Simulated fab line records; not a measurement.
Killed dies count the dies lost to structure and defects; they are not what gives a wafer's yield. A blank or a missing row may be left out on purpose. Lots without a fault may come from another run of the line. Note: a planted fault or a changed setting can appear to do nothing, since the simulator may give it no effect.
2 desks looking at one fault || flow n5-finfet || each desk has only its own numbers; what lay behind them comes last

== THE METROLOGY DESK ==
What the gauges read for every lot (on any tool): the sampled wafers with a number, averaged. Any lot whose mean is over 4 standard deviations away from the usual mean is out of limits and marked OUT; that distance is given in the brackets.
Columns: A = cd-nm at N5_BEOL_M8_CD_MEAS_11, usual 38.5 nm; B = M8_OVL at N5_BEOL_M8_OVL_MEAS_12, usual 0.3 nm; C = cd-nm at N5_BEOL_M8_CD_MEAS_18, usual 39.7 nm
{"lot": "L139", "first seen here": "day 9 11:56", "A": 37.8, "B": 0.6, "C": 39.0}
{"lot": "L145", "first seen here": "day 10 22:40", "A": 38.0, "B": -0.2, "C": 39.4}
{"lot": "L146", "first seen here": "day 11 05:03", "A": 38.5, "B": 0.7, "C": 39.4}
{"lot": "L147", "first seen here": "day 11 14:46", "A": 39.3, "B": -0.0, "C": 40.5}
{"lot": "L148", "first seen here": "day 11 19:36", "A": 38.0, "B": -0.9, "C": 39.4}
{"lot": "L149", "first seen here": "day 12 00:20", "A": 39.2, "B": 0.1, "C": 40.6}
{"lot": "L150", "first seen here": "day 12 10:26", "A": 38.6, "B": 0.2, "C": 40.4}
{"lot": "L154", "first seen here": "day 13 04:16", "A": 37.9, "B": 1.5, "C": 39.0}
{"lot": "L155", "first seen here": "day 13 12:32", "A": "35.0 (-5.6) OUT", "B": 0.9, "C": 36.6}
{"lot": "L159", "first seen here": "day 14 21:23", "A": 36.3, "B": 0.4, "C": 37.6}
{"lot": "L160", "first seen here": "day 14 21:34", "A": 38.1, "B": 1.0, "C": 39.4}
This desk finds L155 out of limits, L155 being first, at day 13 12:32 (cd-nm at N5_BEOL_M8_CD_MEAS_11). In limits: L139, L145, L146, L147, L148, L149, L150, L154, L159, L160.

== FOR THE TOOL OWNER'S DESK: arfi-scanner-03 ==
The tool's own readings at N5_BEOL_M8_EXPOSE_08 (exposes mask M8): means of the sampled wafers that have a number, for each lot that ran on this tool. Any lot whose mean is over 4 standard deviations away from the usual mean is out of limits and marked OUT; that distance is given in the brackets.
Columns: A = exposure-dose-mJ-cm2 at N5_BEOL_M8_EXPOSE_08, usual 68.21
{"lot": "L146", "first seen here": "day 11 04:55", "A": 68.23}
{"lot": "L147", "first seen here": "day 11 14:38", "A": 68.31}
{"lot": "L148", "first seen here": "day 11 19:28", "A": 68.18}
{"lot": "L149", "first seen here": "day 12 00:12", "A": 68.26}
{"lot": "L155", "first seen here": "day 13 12:25", "A": "63.09 (-62) OUT"}
{"lot": "L159", "first seen here": "day 14 21:16", "A": "64.15 (-50) OUT"}
This desk finds L155, L159 out of limits, L155 being first, at day 13 12:25 (exposure-dose-mJ-cm2 at N5_BEOL_M8_EXPOSE_08). In limits: L146, L147, L148, L149.

== ALL TOGETHER ==
The tool owner's desk could have raised an alarm at day 13 12:25, on L155, L159.
An alarm was possible from the metrology desk at day 13 12:32, on L155.
The metrology desk has L159 on record, within its limits.
On arfi-scanner-03, each named lot ran N5_BEOL_M8_EXPOSE_08.

== WHAT HAD BEEN PUT IN BY THE SIMULATOR ==
Drift in process parameters on arfi-scanner-03 at N5_BEOL_M8_EXPOSE_08, starting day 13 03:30. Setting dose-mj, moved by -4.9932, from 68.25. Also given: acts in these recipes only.
Lots struck among those shown: L155, L159.
Counting hours from when the fault started, the first reading out of limits came at 9 for the tool owner's desk and at 9 for the metrology desk.
